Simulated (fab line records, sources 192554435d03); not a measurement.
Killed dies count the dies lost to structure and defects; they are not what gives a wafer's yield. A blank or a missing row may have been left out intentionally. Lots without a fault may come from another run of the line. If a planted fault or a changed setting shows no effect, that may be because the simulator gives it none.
fab line records	flow n5-finfet
record lots=8	wafers=24	last-day=18
route steps=1938 shown BEOL_M4@1045
lots with no fault: from the same line, run without faults
start-h: the number of hours between the record's first day and the start of the first shown wafer of the lot	wait-h: hours elapsed since this lot's preceding step	" unchanged from the row above	L1.1+2: a single row standing in for several wafers	- value missing, or start not given	* or withheld: withheld	< > ~ a bound
route shown NAME@n: a module of which the file shows steps, and the number in the route of the first	usual: the fault-free wafers' mean and standard deviation	same: alike in all rows	chamber/n: place in a boat	sites: per-site readings	_std_site: the values' standard deviation	_edge_site: the outer-site mean with the inner-site mean subtracted	radius-mm: how far each site lies from the wafer's centre	mask NAME#n: copy n	behind: the tool/chamber that last shaped the wafer	hold: cause of the lot's hold/its duration in hours/its outcome	device: the transistor (n, p or np) that didn't switch	end of line: tests run on the same wafers once the route is complete	a step with no rows: only its recipe	killed: dies that structure and defects cost at the first sort, which is not the same as the wafer's yield	map: per-die view of a wafer (x killed, . not killed, _ where there is no die)
set.NAME: the setting that was run; set.NAME@STEP: the one run at that earlier step	model.NAME: the simulator's own value behind a step, which no gauge read
the route's steps for a sample of lots (tables are steps, rows are wafers)
services: from which hour (start-h, from the record's first day; less than 0 if before it) a tool's chamber was out of use, for how many hours, and why
## steps
# step N5_BEOL_M4_STRIP_19
# recipe chemistry=O2	power-w=400	temp-c=40	pressure-mtorr=30	rf-frequency-hz=6e+07	bias-power-w=0	overash-fraction=0.2	o2-flow-sccm=225
# usual drypump-motor-current-A=5.7/0.44	oes-product-au=0.79/0.08	rf-vpp-V=3.6/0.48	showerhead-plenum-p-Torr=2.11/0.082	throttle-valve-pct=16.69/0.25
lot.wafer	tool	chamber	start-h	wait-h	drypump-motor-current-A	oes-product-au	rf-hours-counter-h	rf-vpp-V	showerhead-plenum-p-Torr	throttle-valve-pct
L128.2	rie-diel-06	2	157.85	0.1	5.4	0.74	168	3.3	2.18	17.04
L128.3	"	0	"	"	5.7	0.94	15	3.4	2.05	16.41
L128.4	"	3	"	"	6.4	0.78	126	3.8	2.10	16.87
L132.1	rie-diel-01	0	184.80	0.3	5.7	0.73	180	3.6	2.00	16.87
L132.4	"	2	"	"	5.0	0.70	240	3.5	2.15	17.06
L132.5	"	3	"	"	6.2	0.77	-	3.9	2.19	16.65
L136.1	rie-diel-02	2	213.33	0.1	6.1	0.77	125	4.4	2.20	16.59
L136.3	"	0	"	"	5.5	0.94	11	4.5	2.23	16.26
L136.5	"	1	"	"	6.5	0.70	-	3.7	2.15	16.81
L137.2	rie-diel-01	0	219.39	0.1	5.6	0.73	196	3.3	1.99	16.91
L137.5	"	0	"	"	5.7	0.72	-	4.2	1.99	16.90
L137.6	"	1	"	"	5.6	0.83	-	3.3	2.20	16.44
L139.2	rie-diel-06	1	227.02	0.1	5.0	0.88	32	4.2	2.04	16.41
L139.5	"	2	"	"	5.4	0.72	-	3.2	2.17	17.08
L139.6	"	1	"	"	5.0	0.88	-	3.8	2.04	16.41
L140.3	rie-diel-01	3	229.83	0.1	6.2	0.75	150	3.6	2.19	16.71
L140.4	"	1	"	"	5.6	0.83	73	3.4	2.20	16.43
L140.5	"	3	"	"	6.2	0.76	-	3.1	2.19	16.71
L141.1	rie-diel-01	3	243.00	0.2	6.2	0.75	156	4.4	2.18	16.72
L141.4	"	3	"	"	6.2	0.75	-	3.3	2.18	16.73
L141.5	"	1	"	"	5.6	0.82	-	4.1	2.20	16.41
L145.3	rie-diel-02	3	261.06	0.1	5.9	0.73	159	3.8	2.01	16.55
L145.4	"	0	"	"	5.5	0.92	22	4.0	2.23	16.29
L145.6	"	0	"	"	5.5	0.91	-	4.0	2.23	16.28
# step N5_BEOL_M4_EXPOSE_25
# recipe mask-id=V3	na=0.33	source-shape=quasar	sigma-inner=0.2	sigma-outer=0.8	polarization=unpolarized	defocus-nm=5	dose-mj=63
# usual exposure-dose-mJ-cm2=62.81/0.052
lot.wafer	tool	chamber	start-h	wait-h	mask	exposure-dose-mJ-cm2
L128.2	euv-scanner-01	0	158.23	-	V3#0	62.82
L128.3	"	0	"	"	V3#0	62.79
L128.4	"	0	"	"	V3#0	62.77
L132.1	euv-scanner-02	0	185.17	-	V3#0	62.82
L132.4	"	0	"	"	V3#0	62.79
L132.5	"	0	"	"	V3#0	62.76
L136.1	euv-scanner-02	0	213.69	-	V3#0	66.97
L136.3	"	0	"	"	V3#0	66.93
L136.5	"	0	"	"	V3#0	67.01
L137.2	euv-scanner-02	0	219.65	-	V3#0	66.04
L137.5	"	0	"	"	V3#0	66.16
L137.6	"	0	"	"	V3#0	66.07
L139.2	euv-scanner-01	0	227.40	-	V3#0	62.85
L139.5	"	0	"	"	V3#0	62.84
L139.6	"	0	"	"	V3#0	62.85
L140.3	euv-scanner-01	0	230.09	-	V3#0	62.78
L140.4	"	0	"	"	V3#0	62.76
L140.5	"	0	"	"	V3#0	62.84
L141.1	euv-scanner-01	0	243.25	-	V3#0	62.89
L141.4	"	0	"	"	V3#0	62.82
L141.5	"	0	"	"	V3#0	62.77
L145.3	euv-scanner-01	0	261.45	-	V3#0	62.77
L145.4	"	0	"	"	V3#0	62.76
L145.6	"	0	"	"	V3#0	62.85
# step N5_BEOL_M4_CD_MEAS_28
# recipe target-cd-nm=26.2	landing-energy-ev=500	detector=se-inlens	target-cd-y-nm=24.1	polarity=opening
# usual cd-nm=26.17/0.23
lot.wafer	tool	chamber	start-h	wait-h	cd-nm
L128.2	cd-sem-03	0	158.37	-	26.09
L128.3	"	0	"	"	26.36
L128.4	"	0	"	"	26.54
L132.1	cd-sem-03	0	185.31	-	26.03
L132.4	"	0	"	"	25.88
L132.5	"	0	"	"	26.44
L136.1	cd-sem-02	0	213.84	-	27.38
L136.3	"	0	"	"	27.56
L136.5	"	0	"	"	27.31
L137.2	cd-sem-01	0	219.79	-	27.10
L137.5	"	0	"	"	27.38
L137.6	"	0	"	"	26.85
L139.2	cd-sem-01	0	227.54	-	26.29
L139.5	"	0	"	"	26.05
L139.6	"	0	"	"	26.23
L140.3	cd-sem-02	0	230.22	-	26.09
L140.4	"	0	"	"	26.32
L140.5	"	0	"	"	26.41
L141.1	cd-sem-02	0	243.39	-	26.36
L141.4	"	0	"	"	26.14
L141.5	"	0	"	"	26.32
L145.3	cd-sem-02	0	261.58	-	25.75
L145.4	"	0	"	"	25.93
L145.6	"	0	"	"	26.07
# step N5_BEOL_M4_ETCH_69
# recipe chemistry=CF4	target=SiARC	target-depth-a=156	mask-material=CAR-EUV	time-s=26	ion-energy-ev=80	pressure-mtorr=40	source-w=545	bias-w=36	Ar_flow_sccm=100	cf4-flow-sccm=100	ends=cleared
# usual drypump-motor-current-A=5.7/0.47	etch-rf-on-time-s=25.8/0.36	oes-product-au=0.67/0.065	rf-vpp-V=184.2/1.2	showerhead-plenum-p-Torr=2.16/0.069	throttle-valve-pct=15.66/0.26
lot.wafer	tool	chamber	start-h	wait-h	drypump-motor-current-A	etch-rf-on-time-s	oes-product-au	rf-hours-counter-h	rf-vpp-V	showerhead-plenum-p-Torr	throttle-valve-pct
L128.2	rie-diel-02	3	158.54	0.0	5.9	26.1	0.65	130	181.5	2.07	15.44
L128.3	"	2	"	"	6.1	25.7	0.67	102	185.6	2.25	15.45
L128.4	"	0	"	"	5.5	26.2	0.58	247	181.4	2.02	15.68
L132.1	rie-diel-06	3	185.52	0.0	6.4	25.8	0.66	134	185.1	2.15	15.86
L132.4	"	1	"	"	5.0	26.2	0.77	18	183.2	2.10	15.40
L132.5	"	2	"	"	5.4	25.8	0.63	-	185.4	2.21	15.98
L136.1	rie-diel-01	0	214.01	0.0	5.6	26.7	0.61	194	182.7	2.05	15.88
L136.3	"	1	"	"	5.6	26.3	0.71	68	186.7	2.26	15.41
L136.5	"	3	"	"	6.2	26.0	0.64	-	185.4	2.23	15.63
L137.2	rie-diel-01	3	219.97	0.0	6.2	25.9	0.64	146	184.6	2.23	15.64
L137.5	"	2	"	"	5.0	26.1	0.59	-	184.7	2.19	16.01
L137.6	"	1	"	"	5.6	26.2	0.70	-	185.5	2.26	15.41
L139.2	rie-diel-06	0	227.71	0.0	5.7	26.0	0.75	38	183.8	2.09	15.38
L139.5	"	2	"	"	5.4	25.7	0.63	-	186.0	2.21	15.99
L139.6	"	1	"	"	5.0	26.2	0.75	-	183.3	2.10	15.41
L140.3	rie-diel-01	0	230.49	0.0	5.6	26.4	0.62	200	184.2	2.05	15.89
L140.4	"	2	"	"	5.0	26.2	0.58	249	186.0	2.19	16.03
L140.5	"	2	"	"	5.0	25.8	0.59	-	184.1	2.19	16.05
L141.1	rie-diel-06	2	244.60	0.0	5.5	25.5	0.62	196	185.8	2.21	16.01
L141.4	"	3	"	"	6.4	25.5	0.65	154	185.3	2.14	15.91
L141.5	"	3	"	"	6.4	25.7	0.64	-	183.9	2.14	15.89
L145.3	rie-diel-06	1	261.86	0.0	5.0	25.7	0.73	47	182.3	2.09	15.42
L145.4	"	0	"	"	5.7	25.2	0.74	54	183.7	2.09	15.42
L145.6	"	0	"	"	5.8	25.2	0.74	-	182.0	2.09	15.41
# step N5_BEOL_M4_ETCH_70
# recipe chemistry=N2/H2	target=SOC	target-depth-a=800	overetch-a=240	mask-material=SiARC	temp-c=40	time-s=130	ion-energy-ev=200	pressure-mtorr=30	source-w=840	bias-w=150	n2-flow-sccm=200	h2-flow-sccm=200
# usual drypump-motor-current-A=5.8/0.44	oes-product-au=0.58/0.059	rf-vpp-V=524.8/3	showerhead-plenum-p-Torr=2.58/0.1	throttle-valve-pct=17.79/0.25
lot.wafer	tool	chamber	start-h	wait-h	drypump-motor-current-A	oes-product-au	rf-hours-counter-h	rf-vpp-V	showerhead-plenum-p-Torr	throttle-valve-pct
L128.2	rie-diel-01	1	162.61	0.0	5.6	0.63	46	528.3	2.70	17.56
L128.3	"	2	"	"	5.1	0.52	232	525.1	2.61	18.20
L128.4	"	0	"	"	5.6	0.55	172	519.5	2.43	18.03
L132.1	rie-diel-06	3	189.23	0.0	6.4	0.56	135	525.0	2.56	18.24
L132.4	"	1	"	"	5.0	0.67	19	522.9	2.48	17.50
L132.5	"	3	"	"	6.4	0.57	-	523.1	2.56	18.24
L136.1	rie-diel-02	1	222.45	0.0	6.5	0.51	237	525.3	2.62	18.01
L136.3	"	0	"	"	5.5	0.67	13	528.1	2.71	17.48
L136.5	"	2	"	"	6.1	0.56	-	527.2	2.66	17.70
L137.2	rie-diel-06	2	228.71	0.0	5.4	0.53	191	525.3	2.63	18.22
L137.5	"	1	"	"	5.0	0.65	-	521.5	2.47	17.51
L137.6	"	0	"	"	5.7	0.65	-	520.9	2.49	17.63
L139.2	rie-diel-06	2	237.51	0.0	5.5	0.53	193	527.0	2.63	18.22
L139.5	"	0	"	"	5.7	0.64	-	522.7	2.48	17.63
L139.6	"	3	"	"	6.4	0.56	-	524.3	2.55	18.27
L140.3	rie-diel-01	0	238.53	0.0	5.6	0.54	204	521.8	2.41	18.08
L140.4	"	1	"	"	5.6	0.61	-	527.6	2.68	17.60
L140.5	"	3	"	"	6.2	0.54	-	528.6	2.65	17.88
L141.1	rie-diel-06	0	252.85	0.0	5.7	0.64	48	520.5	2.48	17.65
L141.4	"	1	"	"	5.0	0.63	42	521.5	2.47	17.54
L141.5	"	3	"	"	6.4	0.54	-	523.6	2.55	18.26
L145.3	rie-diel-02	1	265.37	0.0	6.5	0.50	246	525.3	2.62	18.03
L145.4	"	3	"	"	5.9	0.54	161	519.9	2.43	17.63
L145.6	"	0	"	"	5.5	0.65	-	527.4	2.71	17.51
# step N5_BEOL_M4_RC_MEAS_101
# usual DIBL_N=36.5/1.4	DIBL_P=36.6/1.6	IOFF_N=0.160/0.024	IOFF_P=0.217/0.029	ION_N=674/8.7	ION_P=464/6.5	SS_N=71.6/0.47	SS_P=73.4/0.57	VT_N=250.0/2.5	VT_P=-250/3.1
lot.wafer	tool	chamber	start-h	wait-h	DIBL_N[mV/V]	DIBL_P[mV/V]	IOFF_N[nA/um]	IOFF_P[nA/um]	ION_N[uA/um]	ION_P[uA/um]	SS_N[mV/dec]	SS_P[mV/dec]	VT_N[mV]	VT_P[mV]
L128.2	prober-02	0	167.21	0.2	38.0	37.7	0.172	0.236	676	466	71.7	72.8	250.4	-248
L128.3	"	0	"	"	39.3	38.8	0.190	0.250	676	466	72.2	73.7	247.5	-247
L128.4	"	0	"	"	36.9	36.6	0.149	0.218	673	468	71.5	73.6	252.5	-250
L132.1	prober-01	0	195.34	0.0	37.1	37.2	0.180	0.253	687	474	71.6	73.5	247.7	-247
L132.4	"	0	"	"	36.6	36.7	0.178	0.256	675	468	71.7	72.6	247.2	-246
L132.5	"	0	"	"	36.3	36.3	0.169	0.241	684	475	71.6	73.6	244.9	-245
L136.1	prober-01	0	227.21	0.0	36.3	37.3	0.169	0.261	678	474	71.1	74.2	248.6	-245
L136.3	"	0	"	"	37.1	37.9	0.187	0.267	673	474	72.0	73.4	245.1	-243
L136.5	"	0	"	"	36.9	37.7	0.176	0.256	689	474	71.9	73.4	248.4	-244
L137.2	prober-02	0	234.03	0.2	36.5	33.8	0.151	0.192	676	461	71.2	72.1	250.4	-251
L137.5	"	0	"	"	36.8	35.0	0.151	0.203	678	468	71.1	73.8	249.4	-251
L137.6	"	0	"	"	37.5	35.5	0.163	0.220	677	466	71.2	73.2	249.3	-248
L139.2	prober-02	0	242.14	0.2	39.2	39.4	0.188	0.213	679	461	72.3	74.0	248.0	-251
L139.5	"	0	"	"	40.3	40.9	0.209	0.247	668	456	72.9	75.4	247.4	-249
L139.6	"	0	"	"	38.9	39.0	0.170	0.197	674	455	72.2	74.6	250.9	-254
L140.3	prober-01	0	244.15	0.3	35.7	35.4	0.134	0.212	666	469	70.7	72.5	251.2	-249
L140.4	"	0	"	"	37.9	37.3	0.174	0.239	681	465	72.1	73.1	249.5	-246
L140.5	"	0	"	"	36.0	35.4	0.140	0.210	675	468	71.0	72.9	249.9	-249
L141.1	prober-01	0	257.45	0.0	36.7	37.3	0.152	0.193	677	458	72.3	73.5	249.6	-254
L141.4	"	0	"	"	36.7	37.1	0.151	0.202	673	455	71.3	74.2	251.6	-253
L141.5	"	0	"	"	37.4	37.0	0.160	0.198	665	454	71.6	73.4	251.6	-254
L145.3	prober-02	0	270.46	0.3	35.3	34.2	0.112	0.167	653	454	71.0	72.3	253.4	-255
L145.4	"	0	"	"	36.1	35.6	0.127	0.185	663	462	71.2	73.1	254.9	-252
L145.6	"	0	"	"	35.7	35.5	0.127	0.185	666	462	71.4	73.3	253.7	-252
## services
tool	chamber	start-h	hours	kind
rie-diel-06	-	152.14	4.3	pm
euv-scanner-02	-	153.70	12.0	pm
rie-diel-02	-	161.27	0.4	repair
euv-scanner-01	0	164.26	-	calibration
euv-scanner-01	-	165.70	1.0	pm
rie-diel-02	0	168.03	-	clean
rie-diel-02	0	168.03	-	consumable-replace:focus-ring
rie-diel-02	0	168.03	-	consumable-replace:showerhead
rie-diel-02	0	168.03	16.3	scheduled-down
rie-diel-02	0	168.03	16.3	vent-cycle
euv-scanner-02	-	173.05	1.0	pm
rie-diel-01	2	185.30	17.7	repair
rie-diel-02	1	195.81	5.5	repair
rie-diel-02	3	198.03	6.0	repair
euv-scanner-02	0	211.18	-	calibration
euv-scanner-01	-	217.10	1.0	pm
rie-diel-01	2	231.57	-	clean
rie-diel-01	2	231.57	-	consumable-replace:focus-ring
rie-diel-01	2	231.57	32.8	scheduled-down
rie-diel-01	2	231.57	32.8	vent-cycle
rie-diel-02	-	241.53	15.6	pm
euv-scanner-01	-	246.19	1.1	repair
euv-scanner-01	-	249.21	4.6	pm
euv-scanner-02	-	253.81	4.6	pm
## key
first-sign step=N5_BEOL_M4_EXPOSE_25	reading=exposure-dose-mJ-cm2	direction=up	sigmas=71	usual=62.81	struck=66.53
effect step=N5_BEOL_M4_CD_MEAS_28	reading=cd-nm	direction=up	sigmas=4.7	usual=26.17	struck=27.26	through=control-loop
met-at N5_BEOL_M4_EXPOSE_25
struck-lots L136,L137
loop-trim step=N5_BEOL_M4_EXPOSE_25	setting=dose	lots=L137
not-acting-at N5_BEOL_M4_STRIP_19,N5_BEOL_M4_ETCH_69,N5_BEOL_M4_ETCH_70
onset-between 185.17 213.69
fault kind=process-parameter-drift	tool=euv-scanner-02	chamber=-	onset-h=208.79	steps=N5_BEOL_M4_EXPOSE_25	channel=dose-mj	offset=4.148	shape=step	acts-in=these-recipes-only	stated=63
# loop-trim: a control loop set the setting to another value than it would have without faults
